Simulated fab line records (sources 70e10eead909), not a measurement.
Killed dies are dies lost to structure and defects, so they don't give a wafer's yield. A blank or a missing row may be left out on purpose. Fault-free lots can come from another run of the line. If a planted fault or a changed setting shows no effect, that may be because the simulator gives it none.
Which tool is to blame? | flow nand harc | 6 lots with 18 wafers sampled at 5 steps, on a route of 1302 steps

## WHAT EACH GAUGE READ, for each wafer
NHARC_END_SORT_01.
lot  | measured     | on        | killed dies
L625 | day 25 17:04 | prober-02 | 96 115 117
L629 | day 27 08:57 | prober-01 | 58 54 56
L630 | day 28 12:53 | prober-02 | 78 87 89
L633 | day 29 10:13 | prober-02 | 45 45 46
L636 | day 30 12:40 | prober-02 | 45 56 43
L640 | day 32 01:13 | prober-01 | 677 677 677

## EACH LOT AND THE TOOL THAT RAN IT (in order: tool; ch and the chambers of the sampled wafers; start)
lot  | NHARC_A_STAIRCASE_DEP_322       | NHARC_A_STAIRCASE_CMP_152     | NHARC_A_STAIRCASE_STRIP_475                   | NHARC_A_SGD_CUT_DEP_00
L625 | pecvd-02 ch 1,2, day 19 02:40   | cmp-01 ch 0,2,3, day 20 01:20 | rie diel-13 ch 1,3, day 20 02:24              | pecvd-01 ch 0,1,2, day 20 03:14
L629 | pecvd-04 ch 1,2, day 20 16:42   | cmp-03 ch 0,1,3, day 21 16:13 | rie diel-13 ch 0,1,3, day 21 18:01 or earlier | pecvd-02 ch 0,2, day 21 18:01
L630 | pecvd-02 ch 0,1,2, day 22 05:59 | cmp-01 ch 0,2,3, day 23 06:46 | rie diel-01 ch 0,2,3, day 23 08:38 or earlier | pecvd-01 ch 0,2, day 23 08:38
L633 | pecvd-04 ch 0,2, day 22 15:29   | cmp-03 ch 0,1,3, day 23 19:35 | rie diel-05 ch 0,2,3, day 23 21:22 or earlier | pecvd-04 ch 1,2, day 23 21:22
L636 | pecvd-04 ch 0,1,2, day 24 06:17 | cmp-01 ch 0,2, day 25 06:45   | rie diel-13 ch 2,3, day 25 07:46              | pecvd-01 ch 0,1,2, day 25 08:38
L640 | pecvd-03 ch 0,1,2, day 25 17:43 | cmp-01 ch 0,1,2, day 26 15:46 | rie diel-01 ch 0,1,2, day 32 01:13 or earlier | -
- NHARC_A_STAIRCASE_DEP_322: deposits SiO2, target thk 7200 nm.
- NHARC_A_STAIRCASE_CMP_152: polishes.
- NHARC_A_STAIRCASE_STRIP_475: strips in O2, time 20 s.
- NHARC_A_SGD_CUT_DEP_00: deposits SiNx, target thk 50 nm.

## THE ANSWER, worked out from the rows above alone
Rule: what is usual is taken from the lots themselves. Put in order of their means at a reading, lots are off if they are a third of the lots or fewer, leave a main group of 4 or more, and stand apart from it by a gap of 3 or more times the standard deviation of the main group's means; of several such gaps the widest counts. A main group is skipped when, at the precision printed for the reading in the tables above, its means are all equal. Also off: a lot with no number at a reading for which 4 or more lots have one. Any other lot the step has rows for is counted as sound.
Off, at NHARC_END_SORT_01 on killed dies: L640. The main group: mean 69, standard deviation 25.
A tool fits if, at a process step before that reading, it ran every lot that is off, and no sound lot after the first of them. Gauges at NHARC_END_SORT_01: tried the same way as those tools. NHARC_A_STAIRCASE_STRIP_475 gives no start for some lots, so the hours and the order of its lots are those of NHARC_END_SORT_01. Can't be told from this: 4 tools fit, pecvd-03 at NHARC_A_STAIRCASE_DEP_322, cmp-01 at NHARC_A_STAIRCASE_CMP_152, rie diel-01 at NHARC_A_STAIRCASE_STRIP_475, prober-01 at NHARC_END_SORT_01.

## WHAT THE SIMULATOR HAD INSERTED
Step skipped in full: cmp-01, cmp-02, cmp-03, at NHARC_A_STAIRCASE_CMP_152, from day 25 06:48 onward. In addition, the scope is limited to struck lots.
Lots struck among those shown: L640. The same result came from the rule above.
